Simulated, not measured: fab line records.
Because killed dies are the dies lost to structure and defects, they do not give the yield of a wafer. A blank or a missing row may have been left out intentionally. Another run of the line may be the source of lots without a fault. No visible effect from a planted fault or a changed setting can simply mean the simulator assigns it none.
Split-lot experiment || flow n5-finfet || 21 wafers read across 7 lots, on a route 1938 steps long

== ABOUT THE SPLIT ==
At N5_BEOL_M0_SAQP_SPACER1_ALD_98 (deposits SiO2, target thk 12.8 nm, pulse time 1 s, purge time 2 s), the setting temp-c was moved away from the recipe's 300 C on 8 of the 21 wafers read, by -4.0% to +2.8%. For the rest of the wafers, this setting stayed at what the recipe calls for.

Reading taken at the split's own step.

== THE READING ==
SiO2_of_BEOL_M0_SAQP_SPACER1_ALD_98.thk-nm (the simulator's own value, which no gauge read), in nm, at N5_BEOL_M0_SAQP_SPACER1_ALD_98 (deposits SiO2, target thk 12.8 nm, pulse time 1 s, purge time 2 s). There is no usual value for it anywhere in the file.

{"wafer": "L076.2", "tool, chamber at the split": "ald-sin-03, 0,3", "temp-c as run, C": 307.9, "against the recipe": "+2.6%", "SiO2_of_BEOL_M0_SAQP_SPACER1_ALD_98.thk-nm, nm": 12.6, "against lot-mates on the recipe": -0.2}
{"wafer": "L076.4", "tool, chamber at the split": "ald-sin-03, 0,3", "temp-c as run, C": 307.9, "against the recipe": "+2.6%", "SiO2_of_BEOL_M0_SAQP_SPACER1_ALD_98.thk-nm, nm": 12.6, "against lot-mates on the recipe": -0.2}
{"wafer": "L076.6", "tool, chamber at the split": "ald-sin-03, 3", "temp-c as run, C": 300, "against the recipe": "recipe", "SiO2_of_BEOL_M0_SAQP_SPACER1_ALD_98.thk-nm, nm": 12.8, "against lot-mates on the recipe": "-"}
{"wafer": "L082.1", "tool, chamber at the split": "ald-sin-01, 2", "temp-c as run, C": 300, "against the recipe": "recipe", "SiO2_of_BEOL_M0_SAQP_SPACER1_ALD_98.thk-nm, nm": 12.8, "against lot-mates on the recipe": "-"}
{"wafer": "L082.4", "tool, chamber at the split": "ald-sin-01, 2", "temp-c as run, C": 300, "against the recipe": "recipe", "SiO2_of_BEOL_M0_SAQP_SPACER1_ALD_98.thk-nm, nm": 12.8, "against lot-mates on the recipe": "-"}
{"wafer": "L082.2", "tool, chamber at the split": "ald-sin-01, 1", "temp-c as run, C": 308.4, "against the recipe": "+2.8%", "SiO2_of_BEOL_M0_SAQP_SPACER1_ALD_98.thk-nm, nm": 12.6, "against lot-mates on the recipe": -0.2}
{"wafer": "L085.2", "tool, chamber at the split": "ald-sin-03, 3,2,1", "temp-c as run, C": 300, "against the recipe": "recipe", "SiO2_of_BEOL_M0_SAQP_SPACER1_ALD_98.thk-nm, nm": 12.8, "against lot-mates on the recipe": "-"}
{"wafer": "L085.3", "tool, chamber at the split": "ald-sin-03, 3,2,1", "temp-c as run, C": 300, "against the recipe": "recipe", "SiO2_of_BEOL_M0_SAQP_SPACER1_ALD_98.thk-nm, nm": 12.8, "against lot-mates on the recipe": "-"}
{"wafer": "L085.5", "tool, chamber at the split": "ald-sin-03, 3,2,1", "temp-c as run, C": 300, "against the recipe": "recipe", "SiO2_of_BEOL_M0_SAQP_SPACER1_ALD_98.thk-nm, nm": 12.8, "against lot-mates on the recipe": "-"}
{"wafer": "L090.1", "tool, chamber at the split": "ald-sin-02, 2", "temp-c as run, C": 296.4, "against the recipe": "-1.2%", "SiO2_of_BEOL_M0_SAQP_SPACER1_ALD_98.thk-nm, nm": 13, "against lot-mates on the recipe": "+0.2"}
{"wafer": "L090.2", "tool, chamber at the split": "ald-sin-02, 3", "temp-c as run, C": 300, "against the recipe": "recipe", "SiO2_of_BEOL_M0_SAQP_SPACER1_ALD_98.thk-nm, nm": 12.8, "against lot-mates on the recipe": "-"}
{"wafer": "L090.6", "tool, chamber at the split": "ald-sin-02, 2", "temp-c as run, C": 296.4, "against the recipe": "-1.2%", "SiO2_of_BEOL_M0_SAQP_SPACER1_ALD_98.thk-nm, nm": 12.8, "against lot-mates on the recipe": "+0.0"}
{"wafer": "L091.1", "tool, chamber at the split": "ald-sin-03, 3,1", "temp-c as run, C": 292, "against the recipe": "-2.7%", "SiO2_of_BEOL_M0_SAQP_SPACER1_ALD_98.thk-nm, nm": 13.2, "against lot-mates on the recipe": "+0.4"}
{"wafer": "L091.5", "tool, chamber at the split": "ald-sin-03, 3,1", "temp-c as run, C": 292, "against the recipe": "-2.7%", "SiO2_of_BEOL_M0_SAQP_SPACER1_ALD_98.thk-nm, nm": 13.2, "against lot-mates on the recipe": "+0.4"}
{"wafer": "L091.4", "tool, chamber at the split": "ald-sin-03, 0", "temp-c as run, C": 300, "against the recipe": "recipe", "SiO2_of_BEOL_M0_SAQP_SPACER1_ALD_98.thk-nm, nm": 12.8, "against lot-mates on the recipe": "-"}
{"wafer": "L095.4", "tool, chamber at the split": "ald-sin-03, 1,2", "temp-c as run, C": 300, "against the recipe": "recipe", "SiO2_of_BEOL_M0_SAQP_SPACER1_ALD_98.thk-nm, nm": 12.8, "against lot-mates on the recipe": "-"}
{"wafer": "L095.5", "tool, chamber at the split": "ald-sin-03, 1,2", "temp-c as run, C": 300, "against the recipe": "recipe", "SiO2_of_BEOL_M0_SAQP_SPACER1_ALD_98.thk-nm, nm": 12.8, "against lot-mates on the recipe": "-"}
{"wafer": "L095.6", "tool, chamber at the split": "ald-sin-03, 1", "temp-c as run, C": 288, "against the recipe": "-4.0%", "SiO2_of_BEOL_M0_SAQP_SPACER1_ALD_98.thk-nm, nm": 13.4, "against lot-mates on the recipe": "+0.6"}
{"wafer": "L096.3", "tool, chamber at the split": "ald-sin-03, 0,2,1", "temp-c as run, C": 300, "against the recipe": "recipe", "SiO2_of_BEOL_M0_SAQP_SPACER1_ALD_98.thk-nm, nm": 12.8, "against lot-mates on the recipe": "-"}
{"wafer": "L096.5", "tool, chamber at the split": "ald-sin-03, 0,2,1", "temp-c as run, C": 300, "against the recipe": "recipe", "SiO2_of_BEOL_M0_SAQP_SPACER1_ALD_98.thk-nm, nm": 12.8, "against lot-mates on the recipe": "-"}
{"wafer": "L096.6", "tool, chamber at the split": "ald-sin-03, 0,2,1", "temp-c as run, C": 300, "against the recipe": "recipe", "SiO2_of_BEOL_M0_SAQP_SPACER1_ALD_98.thk-nm, nm": 12.8, "against lot-mates on the recipe": "-"}
The file does not say which wafer passed through which chamber wherever a row lists several chambers: such a row stands for several wafers.

FIT RESULTS
A straight line over all 21 wafers: SiO2_of_BEOL_M0_SAQP_SPACER1_ALD_98.thk-nm changes by -0.115 nm for each +1% of temp-c; r = -0.95; the points scatter about the line by 0.065 nm.
The same after taking each lot's own level away (the mean of its wafers on the recipe; 21 wafers): -0.115 nm for each +1%; r = -0.95; scatter 0.065 nm.
On that fit, the largest move of temp-c shifts the reading by 0.46 nm.
The lots' own levels span 12.80 to 12.80 nm.
The two slopes agree, so the slope changes little with the lot-to-lot level.
Check: with one of the wafers moved furthest among these (-4.0%) left out of the fit, the line predicts +0.433 nm for it against its lot-mates. Against them it came out at +0.6 nm.

== THESE WAFERS: OTHER SPLITS ==
Other splits were also applied to these wafers ahead of the reading. Each is held against what the fit with the lots' levels taken away leaves over:
{"other split on the same wafers": "N5_MOL_CONTACT_COAG_ALD_27 time-s", "wafers away from the commonest value": 5, "r with SiO2_of_BEOL_M0_SAQP_SPACER1_ALD_98.thk-nm (lot level and that fit taken away)": -0.04}
{"other split on the same wafers": "N5_BEOL_M0_SAQP_PECVD_96 time-s", "wafers away from the commonest value": 5, "r with SiO2_of_BEOL_M0_SAQP_SPACER1_ALD_98.thk-nm (lot level and that fit taken away)": "+0.23"}
{"other split on the same wafers": "N5_BEOL_M0_SAQP_HM_DEP_111 time-s", "wafers away from the commonest value": 6, "r with SiO2_of_BEOL_M0_SAQP_SPACER1_ALD_98.thk-nm (lot level and that fit taken away)": "+0.11"}

== THE FILE'S OWN FIT ==
SiO2_of_BEOL_M0_SAQP_SPACER1_ALD_98.thk-nm changes by -0.119 nm for each +1% of temp-c, r = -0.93.
